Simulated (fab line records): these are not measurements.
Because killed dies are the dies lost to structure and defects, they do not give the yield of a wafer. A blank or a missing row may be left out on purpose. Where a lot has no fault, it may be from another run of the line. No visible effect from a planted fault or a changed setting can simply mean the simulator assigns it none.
Code-filled problem report in 8D (eight disciplines) form || flow n5_finfet || the parts of the form that need people (team, actions taken, sign-off) are left out

== 1. PROBLEM STATEMENT ==
At N5_BEOL_M0_SAQP_ETCH_83, etch_rf_on_time_s averages 127.8 s over 3 wafers from 3 lots, while fault-free wafers read 65.3 s, standard deviation 1.5. That puts it +42 standard deviations away from the usual mean.
The step: etches SiARC in CF4, target depth 39 nm, time 65 s.
Seen first at day 7 11:07 on rie_diel-06, wafer L839.3. At this step, 28 wafers from 10 lots have a number in the record. By rule, "out" or "out of limits" means more than 4 standard deviations away from the usual mean. The other wafers with a number count as sound.

== 2. WHAT IT IS; WHAT IT IS NOT ==
{"question": "which readings at this step", "is": "etch_rf_on_time_s", "is not": "drypump_motor_current_A, rf_vpp_V, showerhead_plenum_p_Torr, throttle_valve_pct"}
{"question": "which lots", "is": "L839, L842, L843", "is not": "L833, L837, L838, L849, L851, L854, L855"}
{"question": "which wafers of those lots", "is": "L839.3, L842.6, L843.3", "is not": "L839.2, L839.5, L842.1, L843.1"}
{"question": "read on which tools", "is": "rie_diel-06", "is not": "rie_diel-03, rie_diel-04"}
{"question": "when", "is": "from day 7 11:07", "is not": "up to then (11 sound wafers); but 14 sound wafers of L842, L843, L849, L851, L854, L855 came after"}

== 3. THE SUSPECTS, EACH WITH WHAT RULES IT OUT ==
Counting: a tool at a process step up to the reading stays a suspect if it ran every lot that is out. Sound lots after the first of them don't rule it out here, since some wafers of a struck lot are sound.
- rie_diel-06 at N5_BEOL_M0_SAQP_ETCH_83 (etches SiARC in CF4, target depth 39 nm, time 65 s): kept. It processed each lot that is out (first: L839, day 7 11:07); up to then, its last sound lot is L838 (day 6 23:08). Its own readings are out on those wafers: etch_rf_on_time_s.
After counting, what remains is rie_diel-06 at N5_BEOL_M0_SAQP_ETCH_83.

== 4. THE CAUSE (what the simulator had put in) ==
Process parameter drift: rie_diel-06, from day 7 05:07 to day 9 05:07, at N5_BEOL_M0_SAQP_ETCH_83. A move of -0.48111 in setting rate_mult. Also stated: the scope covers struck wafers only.
After counting, this tool was the only one left.

== 5. THE CHAIN OF EFFECTS, in route order ==
Each row: a reading where the mean over the struck wafers with a number is more than 3 standard deviations away from the usual. Scope: only readings with a usual standard deviation given in the record; hours: median across lots of the time from each lot's start at the first step in this table that gives one to its start at this step; sigmas: change in usual standard deviations.
{"hours": 0, "step": "N5_BEOL_M0_SAQP_ETCH_83", "reading": "etch_rf_on_time_s", "usual": "65.3 s", "on struck wafers": 127.8, "change": "+62.5", "sigmas": "+42"}
Process steps it contains:
- N5_BEOL_M0_SAQP_ETCH_83: etches SiARC in CF4, target depth 39 nm, time 65 s.
At these later measuring or inspecting steps, every struck wafer for which the step has a row has a number for every such reading, and none has moved that far: N5_BEOL_M4_RC_MEAS_101.

== 6. WHAT WOULD HAVE CAUGHT IT SOONER ==
In this record the first reading out of limits was taken at day 7 11:07, 6 hours after the fault began at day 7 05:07.
